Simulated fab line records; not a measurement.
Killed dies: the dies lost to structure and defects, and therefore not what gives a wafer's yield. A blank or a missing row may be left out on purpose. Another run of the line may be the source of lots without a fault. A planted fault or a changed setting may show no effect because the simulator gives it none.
Matching of chambers    flow nandHarc    NHARC_A_STAIRCASE_ALD_415 on aldHk-03: 4 sister chambers
The step deposits SiO2, target thk 30 nm, pulse time 6 s, ald cycles 300. 16 wafers are shown with their chamber, then 8 later ones without.

## WAFERS WITH THEIR CHAMBER
wafer   chamber  heaterPowerW (W)  precursorPulseHeightRel
L074.3  1        418               0.992
L074.4  3        416               0.979
L074.6  1        428               0.983
L078.1  0        540               0.989
L078.5  0        546               1.024
L078.6  3        431               0.985
L080.1  0        528               1.011
L080.4  2        474               0.994
L080.5  1        426               1.032
L082.1  3        436               0.986
L082.2  2        477               0.980
L082.4  1        418               0.995
L085.1  1        434               0.967
L085.3  3        433               1.010
L085.5  2        485               1.042
L086.3  2        477               1.028

SIGNATURES (averages over the wafers above)
reading                  chamber 0  chamber 1  chamber 2  chamber 3  scatter within a chamber
heaterPowerW             538.00     424.80     478.25     429.00     7.42
precursorPulseHeightRel  1.00800    0.99380    1.01100    0.99000    0.0223
Rule: for a wafer and a chamber, the distance is found by dividing, reading by reading, the gap between the wafer's reading and the chamber's mean by the reading's scatter, squaring, summing and taking the root. The wafer belongs to the nearest chamber; if the next one is less than 2 further off, it can't be placed. How the scatter is found: for the shown wafers, subtract from each reading the mean of its chamber, square and add these, divide the total by (wafers less chambers), then take the root.

## WAFERS WITH NO CHAMBER GIVEN
wafer   heaterPowerW (W)  precursorPulseHeightRel
L086.5  430               1.004
L086.6  483               0.958
L088.3  430               1.022
L088.4  546               0.998
L088.6  487               1.004
L096.1  410               1.005
L096.2  538               0.996
L096.3  436               1.003

## WHICH CHAMBER EACH WENT THROUGH
wafer   from the rows above      in truth
L086.5  can't be placed: 3 or 1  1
L086.6  2                        2
L088.3  can't be placed: 3 or 1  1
L088.4  0                        0
L088.6  2                        2
L096.1  can't be placed: 1 or 3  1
L096.2  0                        0
L096.3  can't be placed: 3 or 1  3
4 of 8 placed correctly. From these rows, 4 cannot be placed; in 4 the true chamber is one of the candidates. Wrongly placed: 0.
